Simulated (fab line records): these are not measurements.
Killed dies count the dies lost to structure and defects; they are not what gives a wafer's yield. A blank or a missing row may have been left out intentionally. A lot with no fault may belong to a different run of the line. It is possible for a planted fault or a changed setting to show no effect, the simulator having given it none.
fab line records	flow n5_finfet
record lots=24	wafers=72	last_day=19
route steps=1938 shown BEOL_M8@1380 BEOL_M9@1419 BEOL_M10@1471
lots untouched by any fault: they come from a run of this same line in which no faults occurred
start_h: hours from the record's opening day to when the first of the lot's shown wafers began	wait_h: how many hours have passed since the lot's step before this one	" same as the row above	L1.1+2: a single row standing in for several wafers	- no value, or no start was given	* or withheld: withheld	< > ~ a bound
route shown NAME@n: a module of which the file shows steps, and the number in the route of the first	usual: the fault-free wafers' mean and standard deviation	same: alike in all rows	chamber/n: place in a boat	sites: the reading at each site	_std_site: standard deviation of those values	_edge_site: inner sites' mean taken away from outer sites' mean	radius_mm: for every site, how far away it sits from the centre of the wafer	mask NAME#n: copy n	behind: tool/chamber where the wafer was last shaped	hold: why the lot went on hold/how many hours it stayed there/how the hold came to an end	device: the n, p or np transistor that did not switch	end of line: tests run on the same wafers once the route is complete	step lacking rows: just its recipe	killed: count of dies lost to structure and defects at first sort (not the wafer's yield)	map: a wafer's dies, marking killed ones x, the rest . and places with no die _
set.NAME: the setting as run; set.NAME@STEP: as run at that earlier step	model.NAME: the simulator's own value behind a step, which no gauge read
route steps across a sampled set of lots; one table per step, one row per wafer
services: from which hour (start_h, from the record's first day; less than 0 if before it) a tool's chamber was out of use, for how many hours, and why
## steps
# step N5_BEOL_M8_OCD_MEAS_38
# usual trench_depth_nm=94.3/1.7
lot.wafer	tool	chamber	start_h	wait_h	trench_depth_nm
L076.2	ocd-02	-	214.31	-	96.7
L076.5	"	-	"	"	91.2
L076.6	"	-	"	"	92.9
L074.2	ocd-02	-	214.36	-	93.1
L074.3	"	-	"	"	94.4
L074.6	"	-	"	"	95.0
L075.1	ocd-02	-	220.58	-	95.3
L075.2	"	-	"	"	93.9
L075.5	"	-	"	"	94.7
L077.1	ocd-02	-	240.24	-	95.8
L077.5	"	-	"	"	92.2
L077.6	"	-	"	"	95.1
L078.1	ocd-01	-	242.84	-	96.1
L078.3	"	-	"	"	95.5
L078.6	"	-	"	"	96.1
L079.3	ocd-01	-	244.39	-	95.4
L079.4	"	-	"	"	94.1
L079.6	"	-	"	"	95.2
L080.3	ocd-02	-	251.48	-	95.2
L080.4	"	-	"	"	95.6
L080.5	"	-	"	"	96.2
L081.2	ocd-02	-	251.70	-	95.6
L081.4	"	-	"	"	96.2
L081.5	"	-	"	"	97.2
L082.1	ocd-02	-	252.39	-	95.4
L082.2	"	-	"	"	89.8
L082.5	"	-	"	"	96.1
L083.3	ocd-02	-	261.96	-	94.0
L083.5	"	-	"	"	93.5
L083.6	"	-	"	"	93.1
L085.3	ocd-01	-	264.82	-	96.1
L085.4	"	-	"	"	95.6
L085.5	"	-	"	"	95.6
L084.2	ocd-01	-	268.69	-	97.0
L084.4	"	-	"	"	94.5
L084.6	"	-	"	"	93.3
L087.1	ocd-01	-	291.72	-	93.7
L087.2	"	-	"	"	93.9
L087.3	"	-	"	"	95.4
L089.1	ocd-01	-	304.09	-	95.9
L089.2	"	-	"	"	92.3
L089.3	"	-	"	"	92.4
L088.1	ocd-02	-	307.01	-	96.9
L088.4	"	-	"	"	96.8
L088.6	"	-	"	"	94.9
L086.3	ocd-01	-	307.08	-	90.1
L086.4	"	-	"	"	93.2
L086.6	"	-	"	"	93.6
L090.3	ocd-02	-	315.43	-	94.2
L090.4	"	-	"	"	96.0
L090.6	"	-	"	"	96.0
L091.2	ocd-01	-	340.48	-	91.0
L091.4	"	-	"	"	94.7
L091.6	"	-	"	"	95.2
L093.1	ocd-01	-	343.16	-	97.6
L093.5	"	-	"	"	94.4
L093.6	"	-	"	"	96.4
L094.2	ocd-02	-	347.70	-	95.9
L094.3	"	-	"	"	91.3
L094.6	"	-	"	"	96.7
L092.4	ocd-01	-	347.89	-	96.5
L092.5	"	-	"	"	93.4
L092.6	"	-	"	"	96.1
L096.1	ocd-02	-	369.09	-	95.0
L096.3	"	-	"	"	93.4
L096.5	"	-	"	"	93.8
L095.2	ocd-02	-	369.29	-	89.8
L095.3	"	-	"	"	95.3
L095.4	"	-	"	"	94.8
L097.1	ocd-01	-	373.89	-	93.0
L097.2	"	-	"	"	95.7
L097.3	"	-	"	"	92.7
# step N5_BEOL_M8_DEGAS_44
# recipe ambient=vacuum	temp_c=250	time_s=60
# usual heater_power_w=333/33
lot.wafer	tool	chamber	start_h	wait_h	heater_power_w
L076.2	pvd_sputter-01	-	215.03	0.4	369
L076.5	"	-	"	"	287
L076.6	"	-	"	"	374
L074.2	pvd_sputter-01	-	215.49	0.6	374
L074.3	"	-	"	"	353
L074.6	"	-	"	"	349
L075.1	pvd_sputter-03	-	223.08	1.2	287
L075.2	"	-	"	"	327
L075.5	"	-	"	"	297
L077.1	pvd_sputter-01	-	242.01	1.5	335
L077.5	"	-	"	"	277
L077.6	"	-	"	"	376
L078.1	pvd_sputter-01	-	243.91	0.8	278
L078.3	"	-	"	"	347
L078.6	"	-	"	"	370
L079.3	pvd_sputter-01	-	245.31	0.6	378
L079.4	"	-	"	"	348
L079.6	"	-	"	"	380
L080.3	pvd_sputter-01	-	252.08	0.3	343
L080.4	"	-	"	"	373
L080.5	"	-	"	"	361
L081.2	pvd_sputter-03	-	252.24	0.2	301
L081.4	"	-	"	"	385
L081.5	"	-	"	"	390
L082.1	pvd_sputter-03	-	252.93	0.3	379
L082.2	"	-	"	"	327
L082.5	"	-	"	"	325
L083.3	pvd_sputter-01	-	263.75	1.2	272
L083.5	"	-	"	"	352
L083.6	"	-	"	"	288
L085.3	pvd_sputter-01	-	265.67	0.5	344
L085.4	"	-	"	"	284
L085.5	"	-	"	"	353
L084.2	pvd_sputter-02	-	270.04	0.9	318
L084.4	"	-	"	"	319
L084.6	"	-	"	"	324
L087.1	pvd_sputter-02	-	292.93	0.6	320
L087.2	"	-	"	"	327
L087.3	"	-	"	"	328
L089.1	pvd_sputter-01	-	304.71	0.4	334
L089.2	"	-	"	"	350
L089.3	"	-	"	"	377
L088.1	pvd_sputter-01	-	307.83	0.6	341
L088.4	"	-	"	"	351
L088.6	"	-	"	"	348
L086.3	pvd_sputter-01	-	307.91	0.3	350
L086.4	"	-	"	"	376
L086.6	"	-	"	"	346
L090.3	pvd_sputter-03	-	317.46	1.6	292
L090.4	"	-	"	"	378
L090.6	"	-	"	"	379
L091.2	pvd_sputter-02	-	341.54	0.7	328
L091.4	"	-	"	"	325
L091.6	"	-	"	"	330
L093.1	pvd_sputter-01	-	343.80	0.4	280
L093.5	"	-	"	"	347
L093.6	"	-	"	"	355
L092.4	pvd_sputter-03	-	348.44	0.2	305
L092.5	"	-	"	"	345
L092.6	"	-	"	"	295
L094.2	pvd_sputter-03	-	348.52	0.4	299
L094.3	"	-	"	"	379
L094.6	"	-	"	"	374
L096.1	pvd_sputter-03	-	369.87	0.5	390
L096.3	"	-	"	"	297
L096.5	"	-	"	"	380
L095.2	pvd_sputter-03	-	370.03	0.4	383
L095.3	"	-	"	"	298
L095.4	"	-	"	"	301
L097.1	pvd_sputter-02	-	374.59	0.5	329
L097.2	"	-	"	"	322
L097.3	"	-	"	"	319
# step N5_BEOL_M9_ETCH_62
# recipe chemistry=N2/H2	target=SOC	target_depth_a=1100	overetch_a=220	mask_material=SiARC	temp_c=40	time_s=165	ion_energy_ev=200	pressure_mtorr=30	source_w=840	bias_w=150	n2_flow_sccm=200	h2_flow_sccm=200
# usual drypump_motor_current_A=5.9/0.49	h2_flow_sccm=200.0/0.56	oes_product_au=0.68/0.067	rf_vpp_V=524.3/2.4	showerhead_plenum_p_Torr=2.55/0.084	throttle_valve_pct=17.74/0.3
lot.wafer	tool	chamber	start_h	wait_h	drypump_motor_current_A	h2_flow_sccm	oes_product_au	rf_hours_counter_h	rf_vpp_V	showerhead_plenum_p_Torr	throttle_valve_pct
L076.2	rie_diel-01	2	219.86	0.0	5.7	200.1	0.71	53	524.9	2.60	17.80
L076.5	"	0	"	"	6.5	199.7	0.68	-	525.4	2.56	17.61
L076.6	"	1	"	"	5.8	200.8	0.73	-	529.0	2.69	17.34
L074.2	rie_diel-03	3	220.94	0.0	6.7	200.1	0.75	32	525.6	2.59	17.51
L074.3	"	1	"	"	6.0	200.5	0.62	182	526.0	2.63	18.27
L074.6	"	2	"	"	5.8	199.6	0.63	-	524.8	2.55	17.71
L075.1	rie_diel-01	3	227.84	0.0	5.4	199.7	0.79	10	522.4	2.48	17.20
L075.2	"	1	"	"	5.8	200.6	0.73	49	528.7	2.69	17.35
L075.5	"	1	"	"	5.8	200.5	0.74	-	527.6	2.69	17.35
L077.1	rie_diel-01	0	246.05	0.0	6.5	199.9	0.68	125	525.0	2.55	17.64
L077.5	"	1	"	"	5.8	200.5	0.73	-	527.7	2.69	17.35
L077.6	"	2	"	"	5.8	200.0	0.70	-	525.4	2.60	17.80
L078.1	rie_diel-03	1	248.52	0.0	6.0	200.4	0.61	193	526.6	2.63	18.29
L078.3	"	2	"	"	5.8	199.8	0.61	164	522.2	2.54	17.75
L078.6	"	2	"	"	5.8	200.2	0.62	-	523.9	2.54	17.75
L079.3	rie_diel-03	1	249.09	0.0	6.1	199.7	0.61	193	526.7	2.63	18.29
L079.4	"	2	"	"	5.8	199.1	0.62	165	524.1	2.54	17.74
L079.6	"	1	"	"	6.0	199.3	0.61	-	527.1	2.63	18.30
L081.2	rie_diel-03	2	256.26	0.0	5.8	200.7	0.61	167	524.0	2.54	17.75
L081.4	"	0	"	"	4.9	199.9	0.64	164	524.0	2.53	17.58
L081.5	"	0	"	"	4.9	199.4	0.65	-	524.8	2.53	17.60
L080.3	rie_diel-01	1	256.42	0.0	5.8	200.3	0.72	60	526.7	2.69	17.36
L080.4	"	0	"	"	6.5	199.1	0.68	128	524.3	2.55	17.63
L080.5	"	3	"	"	5.3	199.5	0.77	-	525.5	2.48	17.21
L082.1	rie_diel-02	0	258.56	0.0	5.6	200.4	0.74	34	524.1	2.48	17.59
L082.2	"	2	"	"	6.4	200.5	0.77	19	522.9	2.49	17.79
L082.5	"	2	"	"	6.4	200.1	0.77	-	522.3	2.49	17.76
L083.3	rie_diel-01	1	268.47	0.0	5.8	200.3	0.72	64	527.5	2.69	17.38
L083.5	"	3	"	"	5.3	200.0	0.77	-	523.3	2.48	17.22
L083.6	"	0	"	"	6.4	199.0	0.68	-	524.7	2.55	17.64
L085.3	rie_diel-02	3	271.83	0.0	6.2	199.8	0.58	243	518.8	2.41	18.12
L085.4	"	2	"	"	6.4	201.1	0.77	24	522.5	2.48	17.77
L085.5	"	2	"	"	6.5	200.9	0.77	-	521.1	2.48	17.79
L084.2	rie_diel-03	3	275.12	0.0	6.6	201.1	0.72	53	524.6	2.58	17.54
L084.4	"	0	"	"	4.9	200.3	0.64	170	523.7	2.53	17.60
L084.6	"	2	"	"	5.8	200.3	0.61	-	523.4	2.54	17.77
L087.1	rie_diel-02	2	298.01	0.0	6.4	200.5	0.75	31	522.8	2.48	17.79
L087.2	"	3	"	"	6.2	200.4	0.57	250	519.9	2.41	18.12
L087.3	"	1	"	"	5.2	201.0	0.58	245	519.7	2.40	18.22
L089.1	rie_diel-02	1	309.69	0.0	5.2	200.9	0.58	251	520.5	2.40	18.23
L089.2	"	2	"	"	6.4	199.3	0.74	37	523.6	2.48	17.80
L089.3	"	0	"	"	5.6	200.1	0.73	49	521.8	2.47	17.60
L088.1	rie_diel-03	1	313.13	0.0	6.1	199.8	0.60	213	525.5	2.62	18.32
L088.4	"	0	"	"	4.9	199.0	0.63	180	525.5	2.52	17.61
L088.6	"	0	"	"	4.9	200.1	0.63	-	522.9	2.52	17.63
L086.3	rie_diel-03	1	313.64	0.0	6.0	200.1	0.60	213	525.7	2.62	18.33
L086.4	"	2	"	"	5.8	200.0	0.61	186	522.7	2.54	17.78
L086.6	"	2	"	"	5.8	200.5	0.61	-	522.5	2.54	17.80
L090.3	rie_diel-02	2	322.73	0.0	6.4	200.8	0.74	42	522.5	2.48	17.81
L090.4	"	3	"	"	6.2	200.3	0.83	-	530.1	2.73	17.67
L090.6	"	0	"	"	5.6	199.8	0.72	-	522.4	2.47	17.59
L091.2	rie_diel-02	2	348.03	0.0	6.5	199.7	0.73	52	522.5	2.47	17.83
L091.4	"	3	"	"	6.2	200.5	0.78	-	527.9	2.72	17.68
L091.6	"	2	"	"	6.4	199.6	0.73	-	521.8	2.47	17.82
L093.1	rie_diel-01	2	348.83	0.0	5.7	199.8	0.68	85	523.8	2.59	17.85
L093.5	"	0	"	"	6.4	199.9	0.66	-	524.5	2.54	17.68
L093.6	"	1	"	"	5.7	200.9	0.70	-	528.9	2.68	17.41
L092.4	rie_diel-03	2	354.51	0.0	5.8	200.2	0.59	197	522.8	2.53	17.80
L092.5	"	3	"	"	6.7	200.0	0.70	-	526.1	2.57	17.59
L092.6	"	2	"	"	5.8	199.6	0.59	-	522.7	2.53	17.80
L094.2	rie_diel-02	2	357.06	0.0	6.4	201.4	0.72	55	522.5	2.47	17.85
L094.3	"	3	"	"	6.2	200.0	0.78	13	527.9	2.72	17.69
L094.6	"	1	"	"	5.2	199.9	0.85	-	529.6	2.72	17.71
L096.1	rie_diel-03	0	374.70	0.0	4.9	199.8	0.63	196	522.7	2.52	17.66
L096.3	"	1	"	"	6.0	200.0	0.59	230	526.7	2.61	18.37
L096.5	"	1	"	"	6.0	200.9	0.58	-	526.1	2.61	18.36
L095.2	rie_diel-01	0	374.76	0.0	6.5	199.1	0.65	163	522.7	2.54	17.70
L095.3	"	2	"	"	5.7	199.9	0.67	92	525.6	2.59	17.85
L095.4	"	3	"	"	5.3	200.7	0.73	57	521.1	2.46	17.29
L097.1	rie_diel-01	1	380.79	0.0	5.8	199.6	0.68	95	527.0	2.67	17.41
L097.2	"	3	"	"	5.4	199.6	0.71	58	522.1	2.46	17.26
L097.3	"	2	"	"	5.7	200.9	0.68	93	525.1	2.59	17.84
# step N5_BEOL_M9_STRIP_36
# recipe chemistry=N2/H2	power_w=450	temp_c=40	pressure_mtorr=20	rf_frequency_hz=6e+07	overash_fraction=0.3	bias_power_w=7	h2_frac=0.5	n2_flow_sccm=200	h2_flow_sccm=200
# usual drypump_motor_current_A=5.8/0.54	h2_flow_sccm=199.9/0.62	oes_product_au=0.79/0.087	rf_vpp_V=59.3/1.5	showerhead_plenum_p_Torr=2.53/0.081	throttle_valve_pct=23.6/0.33
lot.wafer	tool	chamber	start_h	wait_h	drypump_motor_current_A	h2_flow_sccm	oes_product_au	rf_hours_counter_h	rf_vpp_V	showerhead_plenum_p_Torr	throttle_valve_pct
L076.2	rie_diel-01	1	223.44	0.0	5.7	199.9	0.88	48	60.7	2.69	23.2
L076.5	"	3	"	"	5.4	199.8	0.93	-	57.7	2.48	22.9
L076.6	"	0	"	"	6.4	199.7	0.81	-	59.1	2.55	23.4
L074.2	rie_diel-02	2	223.61	0.0	6.4	199.3	0.94	12	58.8	2.48	23.6
L074.3	"	1	"	"	5.2	199.0	0.70	230	60.8	2.40	24.0
L074.6	"	0	"	"	5.6	199.5	0.91	-	60.2	2.48	23.4
L075.1	rie_diel-03	1	229.38	0.0	6.1	199.4	0.72	185	57.5	2.63	24.2
L075.2	"	3	"	"	6.7	200.2	0.89	36	58.7	2.58	23.4
L075.5	"	3	"	"	6.6	201.0	0.87	-	56.0	2.59	23.3
L077.1	rie_diel-02	3	247.49	0.0	6.2	200.2	0.68	234	58.2	2.41	24.0
L077.5	"	2	"	"	6.4	200.5	0.92	-	58.8	2.48	23.6
L077.6	"	3	"	"	6.2	200.8	0.67	-	61.5	2.41	24.0
L078.1	rie_diel-03	2	250.40	0.0	5.8	200.3	0.72	165	61.2	2.54	23.5
L078.3	"	1	"	"	6.0	199.1	0.71	194	61.7	2.62	24.1
L078.6	"	2	"	"	5.8	199.7	0.73	-	57.9	2.54	23.5
L079.3	rie_diel-02	1	250.56	0.0	5.2	200.0	0.70	235	57.7	2.40	24.0
L079.4	"	2	"	"	6.5	198.9	0.93	17	60.6	2.48	23.6
L079.6	"	3	"	"	6.2	199.7	0.67	-	58.3	2.41	24.0
L081.2	rie_diel-01	1	257.32	0.0	5.8	201.2	0.86	60	59.7	2.68	23.3
L081.4	"	3	"	"	5.4	200.1	0.91	20	58.8	2.47	22.9
L081.5	"	1	"	"	5.7	200.4	0.87	-	60.8	2.68	23.3
L080.3	rie_diel-03	0	257.61	0.0	4.9	200.1	0.77	164	58.1	2.53	23.4
L080.4	"	1	"	"	6.1	199.3	0.70	196	60.4	2.62	24.2
L080.5	"	1	"	"	6.1	199.3	0.71	-	60.3	2.62	24.2
L082.1	rie_diel-03	3	260.02	0.0	6.7	199.3	0.86	48	58.3	2.58	23.3
L082.2	"	2	"	"	5.8	198.3	0.72	169	56.7	2.54	23.5
L082.5	"	2	"	"	5.8	199.0	0.72	-	61.3	2.54	23.5
L083.3	rie_diel-02	2	269.67	0.0	6.4	200.8	0.91	23	56.5	2.48	23.6
L083.5	"	0	"	"	5.6	199.6	0.88	-	59.2	2.47	23.4
L083.6	"	1	"	"	5.2	200.2	0.70	-	57.4	2.40	24.0
L085.3	rie_diel-02	3	273.72	0.0	6.2	199.4	0.67	244	59.0	2.41	24.1
L085.4	"	1	"	"	5.2	199.8	0.69	239	59.1	2.40	24.0
L085.5	"	3	"	"	6.2	199.1	0.67	-	59.2	2.41	24.0
L084.2	rie_diel-03	2	280.55	0.0	5.8	200.1	0.72	175	57.3	2.54	23.5
L084.4	"	0	"	"	4.9	199.4	0.76	171	60.7	2.52	23.4
L084.6	"	1	"	"	6.1	200.3	0.70	-	60.2	2.62	24.2
L087.1	rie_diel-01	0	300.15	0.0	6.4	199.2	0.78	141	59.1	2.54	23.4
L087.2	"	1	"	"	5.8	200.1	0.84	72	59.0	2.68	23.3
L087.3	"	3	"	"	5.4	199.6	0.87	32	60.5	2.47	22.9
L089.1	rie_diel-03	1	311.76	0.0	6.1	199.7	0.70	212	60.6	2.62	24.2
L089.2	"	0	"	"	4.9	199.5	0.75	179	59.8	2.52	23.5
L089.3	"	2	"	"	5.8	200.0	0.70	185	59.7	2.53	23.5
L088.1	rie_diel-03	3	315.10	0.0	6.7	200.7	0.83	65	59.2	2.57	23.4
L088.4	"	0	"	"	4.9	199.8	0.74	180	59.8	2.52	23.5
L088.6	"	1	"	"	6.1	198.9	0.69	-	59.0	2.61	24.2
L086.3	rie_diel-02	1	315.27	0.0	5.2	200.2	0.68	253	57.7	2.39	24.1
L086.4	"	0	"	"	5.6	199.9	0.88	-	58.4	2.47	23.4
L086.6	"	1	"	"	5.2	200.0	0.69	-	56.4	2.39	24.1
L090.3	rie_diel-01	3	323.95	0.0	5.4	201.1	0.87	42	58.0	2.46	22.9
L090.4	"	0	"	"	6.5	200.9	0.77	149	58.9	2.54	23.4
L090.6	"	3	"	"	5.5	200.6	0.87	-	58.2	2.46	22.9
L093.1	rie_diel-03	1	351.28	0.0	6.1	199.1	0.70	223	59.1	2.61	24.2
L093.5	"	1	"	"	6.1	198.5	0.68	-	56.5	2.61	24.2
L093.6	"	2	"	"	5.8	200.0	0.71	-	56.7	2.53	23.5
L091.2	rie_diel-03	0	351.70	0.0	4.9	199.4	0.75	190	60.5	2.52	23.5
L091.4	"	2	"	"	5.7	200.3	0.70	196	56.3	2.53	23.5
L091.6	"	3	"	"	6.6	198.9	0.83	-	60.0	2.57	23.4
L092.4	rie_diel-01	1	356.24	0.0	5.8	200.5	0.82	88	59.3	2.67	23.3
L092.5	"	1	"	"	5.8	200.6	0.83	-	62.2	2.67	23.3
L092.6	"	0	"	"	6.5	199.9	0.76	-	57.6	2.53	23.4
L094.2	rie_diel-02	3	358.28	0.0	6.2	200.4	0.91	13	58.7	2.72	23.7
L094.3	"	2	"	"	6.4	200.1	0.85	55	61.4	2.47	23.7
L094.6	"	0	"	"	5.6	200.0	0.83	-	56.3	2.46	23.4
L095.2	rie_diel-03	3	380.05	0.0	6.7	200.3	0.82	82	60.8	2.57	23.4
L095.3	"	2	"	"	5.8	199.5	0.70	204	60.7	2.52	23.5
L095.4	"	0	"	"	4.9	199.9	0.75	197	60.0	2.51	23.5
L096.1	rie_diel-02	1	380.09	0.0	5.2	200.6	0.99	6	60.8	2.71	23.5
L096.3	"	3	"	"	6.2	199.5	0.90	18	60.7	2.72	23.7
L096.5	"	0	"	"	5.6	199.7	0.84	-	58.3	2.46	23.5
L097.1	rie_diel-03	3	382.22	0.0	6.7	200.3	0.83	83	57.9	2.56	23.4
L097.2	"	0	"	"	4.9	199.5	0.73	198	59.1	2.51	23.5
L097.3	"	2	"	"	5.8	200.3	0.68	205	58.0	2.52	23.6
# step N5_BEOL_M9_CURE_72
# recipe temp_c=370	time_s=120	ambient=DMADMS/He	material=SiCOH_lowk
# usual lamp_power_pct=52.31/0.054	wafer_temp_C_max=371.6/0.54
lot.wafer	tool	chamber	start_h	wait_h	lamp_power_pct	wafer_temp_C_max
L076.2	uv_cure-03	2	223.90	0.1	52.31	372.4
L076.5	"	2	"	"	52.24	372.5
L076.6	"	2	"	"	52.36	372.7
L074.2	uv_cure-03	0	224.50	0.5	52.28	372.1
L074.3	"	0	"	"	52.25	371.3
L074.6	"	0	"	"	52.26	372.0
L075.1	uv_cure-03	2	235.99	6.2	52.28	372.4
L075.2	"	2	"	"	52.28	373.4
L075.5	"	2	"	"	52.36	372.0
L077.1	uv_cure-03	2	248.20	0.3	52.34	372.5
L077.5	"	2	"	"	52.38	372.4
L077.6	"	2	"	"	52.29	372.3
L078.1	uv_cure-03	1	250.81	0.0	52.35	371.5
L078.3	"	1	"	"	52.38	371.7
L078.6	"	1	"	"	52.40	371.7
L079.3	uv_cure-02	1	251.08	0.1	52.32	371.7
L079.4	"	1	"	"	52.23	372.0
L079.6	"	1	"	"	52.32	371.9
L081.2	uv_cure-02	1	257.79	0.1	52.23	372.1
L081.4	"	1	"	"	52.30	371.9
L081.5	"	1	"	"	52.34	371.4
L080.3	uv_cure-02	2	258.14	0.2	52.29	371.8
L080.4	"	2	"	"	52.30	371.8
L080.5	"	2	"	"	52.28	371.7
L082.1	uv_cure-02	0	260.43	0.0	52.31	371.2
L082.2	"	0	"	"	52.16	371.0
L082.5	"	0	"	"	52.38	371.4
L083.3	uv_cure-02	0	270.28	0.2	52.27	371.1
L083.5	"	0	"	"	52.28	370.8
L083.6	"	0	"	"	52.28	370.9
L085.3	uv_cure-03	1	274.35	0.2	52.32	371.2
L085.4	"	1	"	"	52.31	371.3
L085.5	"	1	"	"	52.42	371.5
L084.2	uv_cure-02	0	281.07	0.1	52.23	371.0
L084.4	"	0	"	"	52.29	370.7
L084.6	"	0	"	"	52.28	371.0
L087.1	uv_cure-02	1	300.85	0.3	52.34	372.0
L087.2	"	1	"	"	52.38	371.4
L087.3	"	1	"	"	52.34	371.9
L089.1	uv_cure-02	2	312.17	0.0	52.32	371.8
L089.2	"	2	"	"	52.30	371.6
L089.3	"	2	"	"	52.28	371.5
L088.1	uv_cure-01	2	315.51	0.0	52.28	371.1
L088.4	"	2	"	"	52.34	371.0
L088.6	"	2	"	"	52.28	370.9
L086.3	uv_cure-03	1	315.79	0.1	52.28	371.6
L086.4	"	1	"	"	52.27	371.4
L086.6	"	1	"	"	52.33	371.1
L090.3	uv_cure-01	2	324.47	0.1	52.31	371.2
L090.4	"	2	"	"	52.28	371.2
L090.6	"	2	"	"	52.24	371.2
L093.1	uv_cure-03	1	351.69	0.0	52.26	371.6
L093.5	"	1	"	"	52.31	370.9
L093.6	"	1	"	"	52.23	371.3
L091.2	uv_cure-02	0	352.21	0.1	52.37	371.3
L091.4	"	0	"	"	52.42	371.4
L091.6	"	0	"	"	52.27	371.3
L092.4	uv_cure-03	2	356.80	0.2	52.33	373.3
L092.5	"	2	"	"	52.28	371.6
L092.6	"	2	"	"	52.33	372.5
L094.2	uv_cure-03	0	358.74	0.1	52.27	371.8
L094.3	"	0	"	"	52.33	371.6
L094.6	"	0	"	"	52.35	372.4
L096.1	uv_cure-03	0	380.50	0.0	52.33	371.6
L096.3	"	0	"	"	52.47	371.2
L096.5	"	0	"	"	52.38	371.8
L095.2	uv_cure-01	2	380.50	0.1	52.40	370.7
L095.3	"	2	"	"	52.36	370.8
L095.4	"	2	"	"	52.37	370.9
L097.1	uv_cure-02	0	382.63	0.0	52.36	370.9
L097.2	"	0	"	"	52.27	371.3
L097.3	"	0	"	"	52.31	371.6
# step N5_BEOL_M10_CURE_71
# recipe temp_c=385	time_s=240	ambient=He/Ar	material=SiCOH_lowk
# usual lamp_power_pct=52.31/0.049	wafer_temp_C_max=386.7/0.61
lot.wafer	tool	chamber	start_h	wait_h	lamp_power_pct	wafer_temp_C_max
L076.2	uv_cure-03	0	227.23	0.8	52.39	387.1
L076.5	"	0	"	"	52.28	387.4
L076.6	"	0	"	"	52.30	387.2
L074.2	uv_cure-03	2	228.79	1.6	52.40	388.1
L074.3	"	2	"	"	52.42	387.8
L074.6	"	2	"	"	52.35	386.5
L075.1	uv_cure-02	2	239.10	0.8	52.30	386.7
L075.2	"	2	"	"	52.26	387.1
L075.5	"	2	"	"	52.34	386.7
L077.1	uv_cure-02	1	252.03	0.1	52.32	386.0
L077.5	"	1	"	"	52.34	386.9
L077.6	"	1	"	"	52.34	386.8
L078.1	uv_cure-02	2	252.83	0.1	52.32	386.6
L078.3	"	2	"	"	52.25	388.2
L078.6	"	2	"	"	52.29	387.0
L079.3	uv_cure-03	0	253.24	0.2	52.33	387.2
L079.4	"	0	"	"	52.29	387.1
L079.6	"	0	"	"	52.26	387.3
L081.2	uv_cure-03	1	260.06	0.1	52.27	386.5
L081.4	"	1	"	"	52.30	386.9
L081.5	"	1	"	"	52.35	386.8
L080.3	uv_cure-03	2	260.65	0.2	52.29	387.7
L080.4	"	2	"	"	52.29	388.0
L080.5	"	2	"	"	52.35	387.4
L082.1	uv_cure-03	0	262.70	0.3	52.37	386.8
L082.2	"	0	"	"	52.38	387.0
L082.5	"	0	"	"	52.30	386.6
L083.3	uv_cure-03	1	273.45	0.4	52.36	386.6
L083.5	"	1	"	"	52.29	386.5
L083.6	"	1	"	"	52.40	386.2
L085.3	uv_cure-02	2	282.49	0.5	52.24	387.1
L085.4	"	2	"	"	52.30	386.9
L085.5	"	2	"	"	52.39	386.6
L084.2	uv_cure-03	0	284.39	0.3	52.31	386.4
L084.4	"	0	"	"	52.34	387.3
L084.6	"	0	"	"	52.31	387.1
L087.1	uv_cure-02	0	303.72	0.0	52.40	386.4
L087.2	"	0	"	"	52.38	385.8
L087.3	"	0	"	"	52.27	386.2
L089.1	uv_cure-03	2	314.55	0.0	52.34	387.3
L089.2	"	2	"	"	52.27	387.4
L089.3	"	2	"	"	52.28	387.6
L088.1	uv_cure-02	0	319.42	0.0	52.21	386.3
L088.4	"	0	"	"	52.21	386.5
L088.6	"	0	"	"	52.27	386.4
L086.3	uv_cure-01	2	320.14	0.4	52.30	386.1
L086.4	"	2	"	"	52.26	385.8
L086.6	"	2	"	"	52.29	385.6
L090.3	uv_cure-01	1	326.80	0.2	52.27	385.8
L090.4	"	1	"	"	52.26	385.5
L090.6	"	1	"	"	52.28	385.4
L093.1	uv_cure-03	0	354.28	0.0	52.26	387.2
L093.5	"	0	"	"	52.34	386.8
L093.6	"	0	"	"	52.35	386.6
L091.2	uv_cure-02	2	355.02	0.2	52.27	386.4
L091.4	"	2	"	"	52.35	386.3
L091.6	"	2	"	"	52.32	386.8
L092.4	uv_cure-02	2	359.63	0.3	52.26	387.0
L092.5	"	2	"	"	52.34	386.4
L092.6	"	2	"	"	52.44	386.9
L094.2	uv_cure-01	2	362.05	0.1	52.38	386.3
L094.3	"	2	"	"	52.30	385.9
L094.6	"	2	"	"	52.31	385.9
L095.2	uv_cure-02	0	383.23	0.1	52.29	386.6
L095.3	"	0	"	"	52.27	386.5
L095.4	"	0	"	"	52.31	386.1
L096.1	uv_cure-03	0	383.31	0.0	52.21	387.5
L096.3	"	0	"	"	52.39	387.0
L096.5	"	0	"	"	52.31	387.5
L097.1	uv_cure-03	1	385.25	0.0	52.26	386.7
L097.2	"	1	"	"	52.16	387.0
L097.3	"	1	"	"	52.24	387.1
## services
tool	chamber	start_h	hours	kind
uv_cure-01	-	198.48	113.1	repair
uv_cure-02	-	205.35	1.0	pm
uv_cure-02	-	215.82	22.2	pm
rie_diel-01	3	216.72	5.4	repair
rie_diel-02	-	226.79	14.6	pm
rie_diel-02	0	275.91	6.9	repair
rie_diel-01	2	285.53	14.8	repair
pvd_sputter-03	-	294.50	0.8	repair
rie_diel-02	3	302.17	-	clean
rie_diel-02	3	302.17	-	consumable_replace:focus_ring
rie_diel-02	3	302.17	-	consumable_replace:showerhead
rie_diel-02	3	302.17	17.7	scheduled_down
rie_diel-02	3	302.17	17.7	vent_cycle
rie_diel-02	1	320.25	-	clean
rie_diel-02	1	320.25	-	consumable_replace:esc
rie_diel-02	1	320.25	-	consumable_replace:focus_ring
rie_diel-02	1	320.25	-	consumable_replace:showerhead
rie_diel-02	1	320.25	34.3	scheduled_down
rie_diel-02	1	320.25	34.3	vent_cycle
uv_cure-02	-	320.44	7.5	pm
pvd_sputter-03	-	376.74	2.5	repair
uv_cure-03	-	378.82	1.0	pm
## key
fault none
